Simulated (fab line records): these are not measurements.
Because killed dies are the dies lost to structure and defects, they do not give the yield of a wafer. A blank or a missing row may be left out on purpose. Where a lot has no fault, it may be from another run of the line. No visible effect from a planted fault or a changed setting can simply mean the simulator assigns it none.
8D (eight disciplines) problem report, filled in by code / flow nand_harc / the parts of the form that need people (team, actions taken, sign-off) are left out

1. THE ISSUE
At NHARC_P_M1_CD_MEAS_09, cd_nm averages 141.2 nm over 6 wafers from 2 lots, while fault-free wafers read 130.1 nm, standard deviation 0.6. That is +19 standard deviations from the usual mean.
The step: target cd 130 nm.
The first sign was on wafer L803.2 at day 9 04:16, on cd_sem-03. The record has a number at this step for 33 wafers belonging to 11 lots. By rule, "out" or "out of limits" means more than 4 standard deviations away from the usual mean. The rest of the wafers with a number are treated as sound.

2. WHAT IT IS; WHAT IT IS NOT
question=which readings at this step | is=cd_nm | is not=-
question=which lots | is=L802, L803 | is not=L792, L793, L794, L796, L808, L809, L810, L811, L813
question=which wafers of those lots | is=all that have a number | is not=-
question=read on which gauges | is=cd_sem-02, cd_sem-03 | is not=cd_sem-01
question=when | is=from day 9 04:16 | is not=up to then (12 sound wafers); but 15 sound wafers of L808, L809, L810, L811, L813 came after

3. WHAT RULES OUT EACH SUSPECT
Counting: a tool at any process step up to the reading remains a suspect when it ran all the lots that are out and ran no sound lot after the first of those.
- ruled out: the gauge at NHARC_P_M1_CD_MEAS_09. Those wafers that are out were read across 2 gauges (cd_sem-02, cd_sem-03).
- rtp_anneal-02 at NHARC_P_M0_ANNEAL_30 (time 90 s): ruled out as a lasting fault. Sound lots L810, L813 ran on it after its first lot that is out, L803 (day 9 02:05).
- litho_track-01 at NHARC_P_M1_PEB_07 (peb time 65 s): kept. It processed each lot that is out, first L803 at day 9 04:11, and no sound lot thereafter; up to then, the last sound lot it processed was L796 at day 7 13:31. Its own readings are out on those wafers: heater_power_total_W, plate_temp_C.
The count leaves litho_track-01 at NHARC_P_M1_PEB_07.

4. THE CAUSE (what the simulator had put in)
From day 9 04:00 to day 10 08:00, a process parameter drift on litho_track-01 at NHARC_P_M1_PEB_07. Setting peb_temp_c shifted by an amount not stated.
The count eliminated every tool but this one.

5. THE EFFECT CHAIN, in route order
Each row: a reading whose mean over the struck wafers that have a number lies more than 3 standard deviations from the usual. Only readings for which the record gives a usual standard deviation are gone through. hours: the time from each lot's start at the first step in this table that gives one to its start at this step, as a median over the lots. sigmas: the change in usual standard deviations.
hours=0; step=NHARC_P_M1_PEB_07; reading=heater_power_total_W; usual=156.6 W; on struck wafers=164.0; change=+7.4; sigmas=+17
hours=0; step=NHARC_P_M1_PEB_07; reading=plate_temp_C; usual=100.02 C; on struck wafers=103.40; change=+3.38; sigmas=+26
hours=0; step=NHARC_P_M1_CD_MEAS_09; reading=cd_nm; usual=130.1 nm; on struck wafers=141.2; change=+11.1; sigmas=+19
The process steps in it:
- NHARC_P_M1_PEB_07: peb time 65 s.

6. HOW IT WOULD HAVE BEEN CAUGHT EARLIER
The first out-of-limits reading at a measuring or inspecting step in this record came at day 9 04:16, 0 hours after the fault's start at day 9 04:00.
Tool's own readings at NHARC_P_M1_PEB_07, heater_power_total_W, plate_temp_C: out on all struck wafers the step has rows for; an alarm limit on them would have tripped on the first.
Among the 2 lots that are out, L802 began NHARC_P_M1_PEB_07 on litho_track-01 after day 9 04:16. Holding the tool at that time would have saved it.
